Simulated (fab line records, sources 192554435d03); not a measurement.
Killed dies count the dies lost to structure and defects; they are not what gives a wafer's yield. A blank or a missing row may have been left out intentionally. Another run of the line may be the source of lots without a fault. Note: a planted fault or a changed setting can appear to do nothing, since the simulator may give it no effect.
Split-lot experiment	flow n5_finfet	on a route of 1938 steps: 7 lots, 21 wafers read

== ON THE SPLIT ==
At N5_BEOL_M9_PECVD_70 (deposits SiO2 from TEOS/O2, target thk 20 nm, time 22.7 s), the setting temp_c was moved away from the recipe's 400 C on 6 of the 21 wafers read, by -3.1% to +4.3%. For the rest of the wafers, this setting stayed at what the recipe calls for.

The reading is taken at the split's own step.

== THE READING ==
SiO2_of_BEOL_M9_PECVD_70.thk_nm (the simulator's own value, which no gauge read), in nm, at N5_BEOL_M9_PECVD_70 (deposits SiO2 from TEOS/O2, target thk 20 nm, time 22.7 s). There is no usual value for it anywhere in the file. The 15 wafers here that ran the recipe average 20.2 nm, standard deviation 0.29 nm.

wafer	tool, chamber at the split	temp_c as run, C	against the recipe	SiO2_of_BEOL_M9_PECVD_70.thk_nm, nm	against lot-mates on the recipe
L074.1	pecvd-01, 0,2	400	recipe	20.2	-
L074.2	pecvd-01, 0,2	400	recipe	20.2	-
L074.5	pecvd-01, 0	400	recipe	20.4	-
L076.1	pecvd-02, 2	400	recipe	19.8	-
L076.4	pecvd-02, 1	387.5	-3.1%	22	+1.8
L076.5	pecvd-02, 0	400	recipe	20.6	-
L079.2	pecvd-02, 1	390.4	-2.4%	21.2	+1.1
L079.3	pecvd-02, 0	400	recipe	20	-
L079.5	pecvd-02, 1	400	recipe	20.2	-
L086.2	pecvd-02, 1	400	recipe	19.8	-
L086.3	pecvd-02, 2	400	recipe	19.6	-
L086.5	pecvd-02, 1	400	recipe	20	-
L087.1	pecvd-01, 1	407.3	+1.8%	19.2	-1.0
L087.2	pecvd-01, 0	400	recipe	20.2	-
L087.6	pecvd-01, 0	407.3	+1.8%	19.6	-0.6
L090.3	pecvd-01, 2	400	recipe	20.2	-
L090.5	pecvd-01, 2,0	400	recipe	20.6	-
L090.6	pecvd-01, 2,0	400	recipe	20.6	-
L094.1	pecvd-01, 0	400	recipe	20	-
L094.3	pecvd-01, 1	417.2	+4.3%	18.4	-1.6
L094.6	pecvd-01, 0	417.2	+4.3%	18	-2.0
When a row names more than one chamber, that row covers several wafers, and the file does not tell which wafer ran in which chamber.

FIT RESULTS
A straight line over all 21 wafers: SiO2_of_BEOL_M9_PECVD_70.thk_nm changes by -0.475 nm for each +1% of temp_c; r = -0.94; the points scatter about the line by 0.29 nm.
The same after taking each lot's own level away (the mean of its wafers on the recipe; 21 wafers): -0.455 nm for each +1%; r = -0.96; scatter 0.22 nm.
On that fit, the largest move of temp_c shifts the reading by 2 nm.
The lots' own levels span 19.80 to 20.47 nm, that is 2.3 times the standard deviation above.
So the lot-to-lot level changes the slope little: the two slopes agree.
Check: for one of the wafers moved furthest among these (+4.3%), held out of the fit, the line's prediction against its lot-mates is -2.07 nm. It came out at -1.6 nm against them.

== FURTHER SPLITS ON THESE WAFERS ==
Other splits were also applied to these wafers ahead of the reading. Each is held against what the fit with the lots' levels taken away leaves over:
other split on the same wafers	wafers away from the commonest value	r with SiO2_of_BEOL_M9_PECVD_70.thk_nm (lot level and that fit taken away)
N5_BEOL_M7_EXPOSE_25 dose_mj	3	-0.19
N5_BEOL_M8_COAT_22 spin_rpm	4	-0.15
N5_BEOL_M8_ETCH_72 h2_flow_sccm	10	+0.25

== THE FILE'S OWN FIT ==
SiO2_of_BEOL_M9_PECVD_70.thk_nm changes by -0.468 nm for each +1% of temp_c, r = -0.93.
